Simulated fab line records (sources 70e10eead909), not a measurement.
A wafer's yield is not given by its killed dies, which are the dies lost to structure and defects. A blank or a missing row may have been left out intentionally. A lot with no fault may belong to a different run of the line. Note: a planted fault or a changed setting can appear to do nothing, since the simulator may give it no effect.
Matching of chambers || flow nand_harc || 4 sister chambers for NHARC_A_CHANNEL_FILL_D2_ETCHBACK_19 on rie_si-05
The step etches the open film in HBr/Cl2, target depth 5 nm, time 1.7 s. 8 wafers are shown with their chamber, then 8 later ones without.

WAFERS PAIRED WITH THEIR CHAMBERS
{"wafer": "L076.5", "chamber": 1, "drypump_motor_current_A (A)": 5.9, "oes_product_au (a.u.)": 0.987}
{"wafer": "L089.2", "chamber": 3, "drypump_motor_current_A (A)": 6.1, "oes_product_au (a.u.)": 1.018}
{"wafer": "L089.3", "chamber": 2, "drypump_motor_current_A (A)": 5.7, "oes_product_au (a.u.)": 1.005}
{"wafer": "L089.4", "chamber": 0, "drypump_motor_current_A (A)": 5.4, "oes_product_au (a.u.)": 1.003}
{"wafer": "L091.2", "chamber": 0, "drypump_motor_current_A (A)": 5.5, "oes_product_au (a.u.)": 0.989}
{"wafer": "L091.4", "chamber": 3, "drypump_motor_current_A (A)": 6.1, "oes_product_au (a.u.)": 1.017}
{"wafer": "L091.5", "chamber": 2, "drypump_motor_current_A (A)": 5.7, "oes_product_au (a.u.)": 0.999}
{"wafer": "L094.2", "chamber": 1, "drypump_motor_current_A (A)": 5.9, "oes_product_au (a.u.)": 0.992}

WAFERS WITH NO CHAMBER GIVEN
{"wafer": "L094.4", "drypump_motor_current_A (A)": 5.4, "oes_product_au (a.u.)": 1.004}
{"wafer": "L094.5", "drypump_motor_current_A (A)": 5.9, "oes_product_au (a.u.)": 1.000}
{"wafer": "L095.1", "drypump_motor_current_A (A)": 5.4, "oes_product_au (a.u.)": 1.006}
{"wafer": "L095.2", "drypump_motor_current_A (A)": 6.1, "oes_product_au (a.u.)": 1.017}
{"wafer": "L095.5", "drypump_motor_current_A (A)": 5.5, "oes_product_au (a.u.)": 1.003}
{"wafer": "L096.3", "drypump_motor_current_A (A)": 5.8, "oes_product_au (a.u.)": 1.001}
{"wafer": "L096.5", "drypump_motor_current_A (A)": 5.4, "oes_product_au (a.u.)": 1.005}
{"wafer": "L096.6", "drypump_motor_current_A (A)": 5.9, "oes_product_au (a.u.)": 1.000}

CHAMBER TAKEN BY EACH
{"wafer": "L094.4", "from the rows above": 0, "in truth": 0}
{"wafer": "L094.5", "from the rows above": 1, "in truth": 1}
{"wafer": "L095.1", "from the rows above": 0, "in truth": 0}
{"wafer": "L095.2", "from the rows above": 3, "in truth": 3}
{"wafer": "L095.5", "from the rows above": 0, "in truth": 0}
{"wafer": "L096.3", "from the rows above": "can't be placed: 2 or 1", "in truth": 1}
{"wafer": "L096.5", "from the rows above": 0, "in truth": 0}
{"wafer": "L096.6", "from the rows above": 1, "in truth": 1}
Correct placement for 7 of the 8. Not placeable from these rows: 1 (in 1, the candidates include the true chamber). Placed wrongly: 0.
How it was worked out, from the rows above alone: a wafer's distance from a chamber is the root of the sum, over the readings, of the square of ((its reading less the chamber's mean) divided by the reading's scatter). If the next closest chamber is less than 2 further off than the closest, the wafer can't be placed; otherwise it belongs to the closest. The mean given for a chamber averages the wafers shown for that chamber. The scatter: the root of (the sum of the squares of (reading less its chamber's mean) over the shown wafers, divided by (wafers less chambers)).
